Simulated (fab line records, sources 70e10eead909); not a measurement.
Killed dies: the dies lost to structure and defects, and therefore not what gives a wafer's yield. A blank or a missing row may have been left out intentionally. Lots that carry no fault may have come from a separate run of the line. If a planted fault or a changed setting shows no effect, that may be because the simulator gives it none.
Chamber matching | flow nand_harc | cmp-03 running NHARC_P_M2_CMP_23: 4 sister chambers
The step polishes, t overpolish 20 s, target thk 144.3 nm. 8 wafers are shown with their chamber, then 11 later ones without.

## EACH WAFER AND ITS CHAMBER
wafer  | chamber | motor_current_A (A) | time_to_endpoint_s (s)
L078.6 | 0       | 13.2                | 29
L080.2 | 0       | 12.6                | 31
L080.5 | 3       | 10.4                | 31
L084.6 | 1       | 12.4                | 29
L087.2 | 1       | 13.1                | 25
L087.3 | 2       | 14.9                | 24
L087.4 | 3       | 10.7                | 27
L092.1 | 2       | 15.7                | 27

## WAFERS WHOSE CHAMBER IS MISSING
wafer  | motor_current_A (A) | time_to_endpoint_s (s)
L092.2 | 13.1                | 33
L092.5 | 11.6                | 35
L093.2 | 10.2                | 31
L093.4 | 12.0                | 28
L093.5 | 15.0                | 28
L094.1 | 12.8                | 28
L094.3 | 13.3                | 34
L094.5 | 12.9                | 32
L097.2 | 12.9                | 30
L097.3 | 14.2                | 27
L097.4 | 12.8                | 29

## EACH ONE'S CHAMBER
wafer  | from the rows above          | in truth
L092.2 | can't be placed: 0 or 1      | 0
L092.5 | can't be placed: 3 or 0 or 1 | 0
L093.2 | 3                            | 3
L093.4 | can't be placed: 1 or 0 or 3 | 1
L093.5 | 2                            | 2
L094.1 | can't be placed: 1 or 0      | 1
L094.3 | can't be placed: 0 or 1      | 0
L094.5 | can't be placed: 0 or 1      | 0
L097.2 | can't be placed: 0 or 1      | 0
L097.3 | can't be placed: 2 or 0 or 1 | 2
L097.4 | can't be placed: 0 or 1      | 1
2 of 11 placed correctly. Can't be placed from these rows: 9 (the true chamber is among the candidates in 9). 0 placed wrongly.
How it was worked out, from the rows above alone: a wafer's distance from a chamber is the root of the sum, over the readings, of the square of ((its reading less the chamber's mean) divided by the reading's scatter). If the next closest chamber is less than 2 further off than the closest, the wafer can't be placed; otherwise it belongs to the closest. A chamber's mean is the mean of its shown wafers. The scatter is the square root of a quotient: the sum, over the shown wafers, of each reading's squared deviation from its chamber's mean, divided by wafers minus chambers.
